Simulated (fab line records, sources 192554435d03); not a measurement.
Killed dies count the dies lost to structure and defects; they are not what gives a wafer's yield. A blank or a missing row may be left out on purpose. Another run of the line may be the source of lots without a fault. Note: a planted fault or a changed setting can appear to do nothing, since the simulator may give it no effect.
A single fault, viewed from 2 desks || flow n5_finfet || only its own numbers are on each desk; what lay behind them is given at the end

## AT THE METROLOGY DESK
What the gauges read, lot by lot, whatever tool the lot ran on: means of the sampled wafers that have a number. A lot is out of limits, marked OUT, if its mean lies more than 4 standard deviations from the usual mean; the brackets give that distance.
Columns: A = M11_OVL at N5_BEOL_M11_OVL_MEAS_12, usual 0.0 nm
{"lot": "L848", "first seen here": "day 9 11:52", "A": 0.3}
{"lot": "L852", "first seen here": "day 11 00:58", "A": 0.4}
{"lot": "L849", "first seen here": "day 11 07:34", "A": 0.1}
{"lot": "L854", "first seen here": "day 11 19:03", "A": -0.5}
{"lot": "L853", "first seen here": "day 11 22:31", "A": 0.3}
{"lot": "L857", "first seen here": "day 12 21:56", "A": 0.2}
{"lot": "L858", "first seen here": "day 13 01:26", "A": 0.2}
{"lot": "L859", "first seen here": "day 13 05:26", "A": -0.4}
{"lot": "L860", "first seen here": "day 13 14:29", "A": 1.3}
{"lot": "L867", "first seen here": "day 15 11:01", "A": -0.9}
{"lot": "L870", "first seen here": "day 16 01:54", "A": 0.5}
{"lot": "L871", "first seen here": "day 16 06:51", "A": -0.8}
Result from this desk: across the 12 lots, nothing is out of limits.

## TOOL OWNER'S DESK, litho_track-01
The tool's own readings at N5_BEOL_M11_COAT_59 (time 60 s, resist thk 100 nm): means of the sampled wafers that have a number, for each lot that ran on this tool. A lot is out of limits, marked OUT, if its mean lies more than 4 standard deviations from the usual mean; the brackets give that distance.
Columns: A = dispense_pressure_kPa at N5_BEOL_M11_COAT_59, usual 45.0 kPa; B = resist_line_temp_C at N5_BEOL_M11_COAT_59, usual 22.99 C; C = spin_speed_rpm at N5_BEOL_M11_COAT_59, usual 1500.0 rpm
{"lot": "L848", "first seen here": "day 9 11:24", "A": 47.8, "B": 23.12, "C": 1500.7}
{"lot": "L854", "first seen here": "day 11 18:39", "A": 47.8, "B": 23.03, "C": 1500.0}
{"lot": "L858", "first seen here": "day 13 01:02", "A": 47.8, "B": 22.98, "C": 1499.9}
{"lot": "L860", "first seen here": "day 13 14:13", "A": 47.8, "B": 22.91, "C": 1499.1}
{"lot": "L867", "first seen here": "day 15 10:33", "A": 47.8, "B": 23.01, "C": "1427.6 (-75) OUT"}
{"lot": "L870", "first seen here": "day 16 01:30", "A": 47.8, "B": 23.15, "C": "1428.5 (-74) OUT"}
This desk's finding: out of limits on L867, L870; first on L867, day 15 10:33 (spin_speed_rpm at N5_BEOL_M11_COAT_59). L848, L854, L858, L860: within limits.

## BROUGHT TOGETHER
The tool owner's desk had the chance to raise an alarm at day 15 10:33 on L867, L870.
Metrology desk: nothing out of limits seen.
The metrology desk holds a record of L867, L870, inside its limits.
All the named lots went through N5_BEOL_M11_COAT_59 on litho_track-01.

## WHAT THE SIMULATOR HAD PUT IN
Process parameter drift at N5_BEOL_M11_COAT_59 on litho_track-01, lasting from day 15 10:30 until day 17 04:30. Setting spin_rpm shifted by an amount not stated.
Shown lots that were struck: L867, L870.
Time in hours from fault onset to the first out-of-limits reading at each desk: the tool owner's desk, 0.
